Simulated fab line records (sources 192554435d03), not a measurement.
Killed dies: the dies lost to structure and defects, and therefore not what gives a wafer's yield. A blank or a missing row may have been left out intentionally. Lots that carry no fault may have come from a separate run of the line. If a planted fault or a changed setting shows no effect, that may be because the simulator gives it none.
Problem report, 8D (eight disciplines) form, completed by code    flow n5-finfet    the parts of the form that need people (team, actions taken, sign-off) are left out

1. WHAT WENT WRONG
Wafers without a fault read 81.2 s, standard deviation 0.54; run-length-s at N5_BEOL_M0_SAQP_PECVD_96 reads a mean of 70.2 s on 2 wafers belonging to 2 lots. That is -20 standard deviations from the usual mean.
The step: deposits a-Si from SiH4/He, target thk 45 nm, time 45.2 s.
First seen on wafer L625.5, day 8 11:56, on pecvd-04. At this step, 22 wafers from 8 lots have a number in the record. By rule, "out" or "out of limits" means more than 4 standard deviations away from the usual mean. The rest of the wafers with a number are treated as sound.

2. WHAT IT IS AND WHAT IT IS NOT
question                     is                is not
which readings at this step  run-length-s      heater-power-w, showerhead-plenum-p-Torr, throttle-valve-pct
which lots                   L625, L629        L614, L618, L619, L623, L634, L636
which wafers of those lots   L625.5, L629.5    L625.3, L629.3
read on which tools          pecvd-04          pecvd-01, pecvd-02
when                         from day 8 11:56  up to then (13 sound wafers); but 7 sound wafers of L629, L634, L636 came after

3. SUSPECTS, AND WHAT RULES EACH OUT
Counting: if a tool at a process step up to the reading ran every lot that is out, it stays a suspect. Sound lots after the first of them don't rule it out here, since some wafers of a struck lot are sound.
- rie-diel-04 at N5_MOL_CONTACT_COAG_ETCH_67 (etches SOC in N2/H2, target depth 60 nm, overetch 21 nm, time 101.2 s): kept. It ran every lot that is out, first L625 (day 8 06:10).
- pecvd-04 at N5_BEOL_M0_SAQP_PECVD_96 (deposits a-Si from SiH4/He, target thk 45 nm, time 45.2 s): kept. Every lot that is out went through it, the first being L625 (day 8 11:56); the last sound lot it ran before that was L623 (day 8 02:14). Its own run-length-s readings are out on those wafers.
Left after counting: rie-diel-04 at N5_MOL_CONTACT_COAG_ETCH_67, pecvd-04 at N5_BEOL_M0_SAQP_PECVD_96.

4. THE CAUSE (what the simulator had put in)
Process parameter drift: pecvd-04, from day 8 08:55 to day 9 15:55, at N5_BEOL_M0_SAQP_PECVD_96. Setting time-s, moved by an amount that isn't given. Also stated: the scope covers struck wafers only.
2 suspects survive the count, and this tool is in that group.

5. THE EFFECT CHAIN, in route order
Each row: a reading whose mean over the struck wafers that have a number lies more than 3 standard deviations from the usual. Scope: only readings with a usual standard deviation given in the record; hours: median across lots of the time from each lot's start at the first step in this table that gives one to its start at this step; sigmas: change in usual standard deviations.
hours  step                              reading         usual       on struck wafers  change  sigmas
0      N5_BEOL_M0_SAQP_PECVD_96          run-length-s    81.2 s      70.2              -11.0   -20
2      N5_BEOL_M0_SAQP_MANDREL_ETCH_103  oes-product-au  0.684 a.u.  0.596             -0.088  -6.8
Its process steps:
- N5_BEOL_M0_SAQP_PECVD_96: deposits a-Si from SiH4/He, target thk 45 nm, time 45.2 s.
- N5_BEOL_M0_SAQP_MANDREL_ETCH_103: etches a-Si in HBr/Cl2, stops on SiCN, target depth 45 nm, bt time 10 s, time 27 s.
Readings that are blank on the struck wafers while sound wafers have them: susceptor-temp-C at N5_BEOL_M0_SAQP_PECVD_96.
Later measuring or inspecting steps at which every struck wafer that the step has a row for has a number for every such reading, and none has moved that far: N5_BEOL_M0_SAQP_CD_MEAS_14, N5_BEOL_M4_RC_MEAS_101.

6. HOW IT WOULD HAVE BEEN CAUGHT EARLIER
3 hours passed between the start of the fault at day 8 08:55 and the first reading out of limits in this record, taken at day 8 11:56.
